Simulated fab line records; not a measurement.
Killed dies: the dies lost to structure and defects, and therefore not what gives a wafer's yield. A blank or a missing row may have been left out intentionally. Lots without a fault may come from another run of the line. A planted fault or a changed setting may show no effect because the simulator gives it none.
Struck lot and sound lot, side by side -- flow nand harc -- 15 out of 1302 route steps
Sound: the wafers L272.2, L272.4, L272.5. Struck: wafer L277.3. Last of all comes the cause.
At each step with rows: each side's tool, then ch and its chambers, then its first start. Under that, the readings that differ: sound wafers -- struck wafers -- difference of the means -- sigmas: that difference in standard deviations of wafers without a fault.
alike: readings whose means differ by less than 2 such deviations, and words and numbers that are the same on both sides. not compared: withheld readings, readings that some wafer has no value for, bounds like >300 that may hide the same value, and numbers for which the record gives no deviation and whose values overlap.
The two part at a step that has a row with sigmas, a row that says differs or no value, or rows on one side only. Numbers that have no deviation but don't overlap get no sigmas and don't part them. A reading that every wafer of one side lacks parts them only if that side has two wafers or more.

first, 1 step without rows for these wafers: NHARC_P_GATE_DESCUM_31 (chemistry O2, time 3 s).
NHARC_P_GATE_ETCH_104: etches the open film in CF4/CHF3, target depth 60 nm.
  sound on rie diel-03 ch 1,2,3, day 8 13:13; struck on rie diel-03 ch 3, day 10 06:05
  alike: drypump motor current A, oes product au, rf vpp V, showerhead plenum p Torr, throttle valve pct
then, 2 steps without rows for these wafers: NHARC_P_GATE_HM_OPEN_105 (chemistry O2/COS, target depth 360 nm); NHARC_P_GATE_STRIP_106 (strips in O2/COS).
NHARC_P_GATE_ETCH_114: etches the open film in CF4/O2, target depth 30 nm, overetch 3 nm, time 16.5 s.
  sound: rie diel-03 ch 0,2; struck: rie diel-03 ch 0
  alike: drypump motor current A, oes product au, rf vpp V, showerhead plenum p Torr, throttle valve pct
  not compared: rf hours counter h
NHARC_P_GATE_ETCH_32: etches the open film in HBr/Cl2, target depth 150 nm, time 100.1 s.
  sound on rie si-06 ch 0,1, day 8 13:35; struck on rie si-02 ch 1, day 10 06:35
  alike: drypump motor current A, oes product au, throttle valve pct
  not compared: rf hours counter h
NHARC_P_GATE_STRIP_108: strips in O2.
  sound on rie diel-03 ch 1,2, day 8 13:45; struck on rie diel-05 ch 3, day 10 06:45
  alike: drypump motor current A, oes product au, rf vpp V, showerhead plenum p Torr, throttle valve pct
  not compared: rf hours counter h
NHARC_P_GATE_CD_MEAS_33:
  sound: cd sem-02 at day 8 13:58; struck: cd sem-02 at day 10 06:54
  alike: cd nm
then, 3 steps without rows for these wafers: NHARC_P_GATE_STRIP_35 (strips in SPM, time 600 s); NHARC_P_GATE_PRECLEAN_73 (cleans in SC1); NHARC_P_GATE_SRD_74.
NHARC_P_GATE_ALD_36: deposits SiNx, target thk 20 nm, pulse time 60 s, ald cycles 223.
  sound on ald sin-02 ch 0,2, day 8 14:25; struck on ald sin-04 ch 3, day 10 07:22
  alike: heater power w, precursor pulse height rel
NHARC_P_GATE_ETCHBACK_37: etches the open film in CHF3/O2, target depth 34.5 nm, time 17.2 s.
  sound on rie diel-02 ch 0,2,3, day 8 23:48; struck on rie diel-03 ch 2, day 10 16:53
reading,sound,struck,difference,sigmas
oes product au (a.u.),0.926 0.932 0.925,0.806,-0.122,-5
  alike: drypump motor current A, rf vpp V, showerhead plenum p Torr, throttle valve pct
  not compared: rf hours counter h
then, 1 step without rows for these wafers: NHARC_P_GATE_STRIP_101 (strips in O2, time 20 s).
NHARC_END_SORT_01:
  the record has rows for the sound wafers here (prober-01 ch 0, day 28 00:26) and none for the struck ones

## WHERE THEY PART
Earliest at NHARC_P_GATE_ETCHBACK_37; latest, in this record, at NHARC_END_SORT_01.

WHY: the cause the simulator had injected
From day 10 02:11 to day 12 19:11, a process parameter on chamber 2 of rie diel-03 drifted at NHARC_P_GATE_ETCHBACK_37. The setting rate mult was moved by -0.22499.
